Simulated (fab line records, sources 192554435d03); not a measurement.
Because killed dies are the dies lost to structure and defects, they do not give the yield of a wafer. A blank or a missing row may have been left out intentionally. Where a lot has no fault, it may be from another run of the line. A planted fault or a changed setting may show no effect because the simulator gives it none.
Matching of chambers / flow n5 finfet / N5_BEOL_M6_STRIP_36 on rie diel-06: 4 sister chambers
The step strips in N2/H2. 8 wafers are shown with their chamber, then 9 later ones without.

WAFERS PAIRED WITH THEIR CHAMBERS
wafer=L076.6; chamber=2; drypump motor current A (A)=6.1; showerhead plenum p Torr (Torr)=2.48
wafer=L082.3; chamber=2; drypump motor current A (A)=6.1; showerhead plenum p Torr (Torr)=2.47
wafer=L082.6; chamber=3; drypump motor current A (A)=5.0; showerhead plenum p Torr (Torr)=2.51
wafer=L083.2; chamber=1; drypump motor current A (A)=5.3; showerhead plenum p Torr (Torr)=2.59
wafer=L083.4; chamber=1; drypump motor current A (A)=5.3; showerhead plenum p Torr (Torr)=2.59
wafer=L092.1; chamber=0; drypump motor current A (A)=5.8; showerhead plenum p Torr (Torr)=2.50
wafer=L092.4; chamber=3; drypump motor current A (A)=4.9; showerhead plenum p Torr (Torr)=2.50
wafer=L092.6; chamber=0; drypump motor current A (A)=5.8; showerhead plenum p Torr (Torr)=2.50

WAFERS WHOSE CHAMBER IS MISSING
wafer=L090.2; drypump motor current A (A)=5.8; showerhead plenum p Torr (Torr)=2.50
wafer=L090.5; drypump motor current A (A)=5.3; showerhead plenum p Torr (Torr)=2.58
wafer=L090.6; drypump motor current A (A)=6.1; showerhead plenum p Torr (Torr)=2.46
wafer=L093.3; drypump motor current A (A)=5.8; showerhead plenum p Torr (Torr)=2.50
wafer=L093.4; drypump motor current A (A)=6.1; showerhead plenum p Torr (Torr)=2.45
wafer=L093.6; drypump motor current A (A)=6.1; showerhead plenum p Torr (Torr)=2.46
wafer=L096.2; drypump motor current A (A)=5.3; showerhead plenum p Torr (Torr)=2.58
wafer=L096.4; drypump motor current A (A)=5.8; showerhead plenum p Torr (Torr)=2.50
wafer=L096.5; drypump motor current A (A)=5.3; showerhead plenum p Torr (Torr)=2.58

WHICH CHAMBER EACH WENT THROUGH
wafer=L090.2; from the rows above=0; in truth=0
wafer=L090.5; from the rows above=1; in truth=1
wafer=L090.6; from the rows above=2; in truth=2
wafer=L093.3; from the rows above=0; in truth=0
wafer=L093.4; from the rows above=2; in truth=2
wafer=L093.6; from the rows above=2; in truth=2
wafer=L096.2; from the rows above=1; in truth=1
wafer=L096.4; from the rows above=0; in truth=0
wafer=L096.5; from the rows above=1; in truth=1
Placed correctly: 9 of 9. Can't be placed from these rows: 0. Wrongly placed: 0.
How it was worked out, from the rows above alone: a wafer's distance from a chamber is the root of the sum, over the readings, of the square of ((its reading less the chamber's mean) divided by the reading's scatter). If the next closest chamber is less than 2 further off than the closest, the wafer can't be placed; otherwise it belongs to the closest. A chamber's mean is the mean of its shown wafers. How the scatter is found: for the shown wafers, subtract from each reading the mean of its chamber, square and add these, divide the total by (wafers less chambers), then take the root.
